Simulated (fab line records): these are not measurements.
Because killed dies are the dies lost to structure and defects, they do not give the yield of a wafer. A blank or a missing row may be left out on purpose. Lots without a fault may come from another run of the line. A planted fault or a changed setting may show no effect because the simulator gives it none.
A lot that was struck, set against a sound lot / flow nand_harc / 40 out of 1302 route steps
Sound: wafers L325.1, L325.2, L325.3. Struck: wafers L324.3, L324.4, L324.6. The cause is named last.
At each step with rows: each side's tool, then ch and its chambers, then its first start. Under that, the readings that differ: sound wafers / struck wafers / difference of the means / sigmas: that difference in standard deviations of wafers without a fault.
alike: words and numbers the same on both sides, and readings whose means are apart by under 2 such deviations; not compared: readings that were withheld, readings missing a value for some wafer, numbers with overlapping values and no deviation given by the record, and bounds like >300 which may hide the same value.
A row with sigmas, a row that says differs or no value, or rows on one side alone: a step with any of these is where the two part. Numbers that don't overlap but have no deviation are shown without sigmas and don't part them. A reading missing from all wafers of one side parts the sides only when that side holds two or more wafers.

NHARC_A_DECK1_JOINT_INSPECT_05:
  sound on defect_inspect-02, day 18 16:49; struck on defect_inspect-02, day 18 16:47
  alike: raw_defect_count
then, 1 step without rows for these wafers: NHARC_A_ONON_D2_DEP_00 (target thk 1000 nm).
NHARC_A_ONON_D2_THK_MEAS_02: measures by ellipsometry.
  sound on film_metro-01, day 18 17:23; struck on film_metro-02, day 18 17:21
  alike: thk_nm
then, 1 step without rows for these wafers: NHARC_A_ONON_D2_DEP_03 (target thk 1000 nm).
NHARC_A_ONON_D2_THK_MEAS_05: measures by ellipsometry.
  sound on film_metro-01, day 18 17:57; struck on film_metro-02, day 18 17:55
  alike: thk_nm
then, 1 step without rows for these wafers: NHARC_A_ONON_D2_DEP_06 (target thk 1000 nm).
NHARC_A_ONON_D2_THK_MEAS_08: measures by ellipsometry.
  sound on film_metro-02, day 18 18:31; struck on film_metro-02, day 18 18:29
  alike: thk_nm
then, 1 step without rows for these wafers: NHARC_A_ONON_D2_DEP_09 (target thk 1000 nm).
NHARC_A_ONON_D2_THK_MEAS_11: measures by ellipsometry.
  sound on film_metro-01, day 18 19:05; struck on film_metro-02, day 18 19:02
  alike: thk_nm
then, 1 step without rows for these wafers: NHARC_A_ONON_D2_DEP_12 (target thk 1000 nm).
NHARC_A_ONON_D2_THK_MEAS_14: measures by ellipsometry.
  sound on film_metro-01, day 18 19:38; struck on film_metro-01, day 18 19:37
  alike: thk_nm
then, 1 step without rows for these wafers: NHARC_A_ONON_D2_ANNEAL_15 (time 3600 s).
NHARC_A_ONON_D2_DEP_16: target thk 1000 nm.
  sound on pecvd_onon-03 ch 0, day 19 02:51; struck on pecvd_onon-01 ch 0, day 19 02:58
NHARC_A_ONON_D2_THK_MEAS_18: measures by ellipsometry.
  sound on film_metro-02, day 19 03:22; struck on film_metro-01, day 19 03:22
  alike: thk_nm
then, 1 step without rows for these wafers: NHARC_A_ONON_D2_DEP_19 (target thk 1000 nm).
NHARC_A_ONON_D2_THK_MEAS_21: measures by ellipsometry.
  sound on film_metro-02, day 19 03:55; struck on film_metro-01, day 19 03:55
  alike: thk_nm
then, 1 step without rows for these wafers: NHARC_A_ONON_D2_DEP_22 (target thk 1000 nm).
NHARC_A_ONON_D2_THK_MEAS_24: measures by ellipsometry.
  sound on film_metro-01, day 19 04:29; struck on film_metro-02, day 19 04:29
reading=thk_nm (nm); sound=985 983 985; struck=1012 1013 1013; difference=+28; sigmas=+3
then, 1 step without rows for these wafers: NHARC_A_ONON_D2_DEP_25 (target thk 1000 nm).
NHARC_A_ONON_D2_THK_MEAS_27: measures by ellipsometry.
  sound on film_metro-01, day 19 05:03; struck on film_metro-02, day 19 05:04
  alike: thk_nm
then, 1 step without rows for these wafers: NHARC_A_ONON_D2_DEP_28 (target thk 1000 nm).
NHARC_A_ONON_D2_THK_MEAS_30: measures by ellipsometry.
  sound on film_metro-02, day 19 05:37; struck on film_metro-01, day 19 05:37
  alike: thk_nm
NHARC_A_ONON_D2_DEP_33: deposits SiO2, target thk 200 nm.
  sound on pecvd-03 ch 0,1,2, day 19 05:56; struck on pecvd-03 ch 0,1, day 19 05:41
  alike: heater_power_outer_w, heater_power_w, throttle_valve_pct
NHARC_A_ONON_D2_THK_MEAS_34: measures by ellipsometry.
  sound on film_metro-01, day 19 06:22; struck on film_metro-01, day 19 06:05
  alike: thk_nm
NHARC_A_CHANNEL_HOLE_D2_DEP_00: deposits aC, target thk 3100 nm.
  sound on acl_dep-01 ch 0, day 19 10:21; struck on acl_dep-02 ch 0, day 19 09:27
  alike: throttle_valve_pct
NHARC_A_CHANNEL_HOLE_D2_DEP_01: deposits SiON, target thk 140 nm.
  sound on pecvd-04 ch 0,1,2, day 19 12:15; struck on pecvd-03 ch 0,1, day 19 10:48
  alike: heater_power_outer_w, heater_power_w
then, 10 steps without rows for these wafers: NHARC_A_CHANNEL_HOLE_D2_DEHYDRATE_02 (time 120 s); NHARC_A_CHANNEL_HOLE_D2_HMDS_03 (time 30 s); NHARC_A_CHANNEL_HOLE_D2_COAT_36 (time 75 s); NHARC_A_CHANNEL_HOLE_D2_COAT_37 (time 65 s); NHARC_A_CHANNEL_HOLE_D2_COAT_04 (resist thk 90 nm); NHARC_A_CHANNEL_HOLE_D2_SOFTBAKE_05 (time 55 s); NHARC_A_CHANNEL_HOLE_D2_EBR_06; NHARC_A_CHANNEL_HOLE_D2_EXPOSE_07 (exposes mask HOLE D2, target cd 100 nm); NHARC_A_CHANNEL_HOLE_D2_PEB_08 (peb time 65 s); NHARC_A_CHANNEL_HOLE_D2_DEVELOP_09 (develop time 35 s).
NHARC_A_CHANNEL_HOLE_D2_CD_MEAS_10: the cd target is 100 nm.
  sound on cd_sem-01 ch 0, day 19 12:58; struck on cd_sem-01 ch 0, day 19 11:20
  alike: cd_nm
NHARC_A_CHANNEL_HOLE_D2_OVL_MEAS_11:
  sound on overlay-02, day 19 13:04; struck on overlay-01, day 19 11:26
  alike: overlay_x_nm, overlay_y_nm
NHARC_A_CHANNEL_HOLE_D2_DESCUM_15: chemistry O2, time 3 s.
  sound on rie_diel-12 ch 0,1,2, day 19 13:10; struck on rie_diel-12 ch 2,3, day 19 11:31
  alike: drypump_motor_current_A, oes_product_au, rf_vpp_V, showerhead_plenum_p_Torr, throttle_valve_pct
  not compared: rf_hours_counter_h
-- the record jumps here: 11 days lie between the struck wafers' starts before and after (it left off in module A_CHANNEL_HOLE_D2 and takes up again in module END, whose first step shown is number 1302 of the route) --
NHARC_END_SORT_01:
  at this point the record logs the struck wafers (prober-02 ch 0, day 30 14:32) and has no rows for the sound ones

== WHERE THEY PART ==
Last at NHARC_END_SORT_01 as far as this record goes, first at NHARC_A_ONON_D2_THK_MEAS_24.

WHY: what had been put in by the simulator
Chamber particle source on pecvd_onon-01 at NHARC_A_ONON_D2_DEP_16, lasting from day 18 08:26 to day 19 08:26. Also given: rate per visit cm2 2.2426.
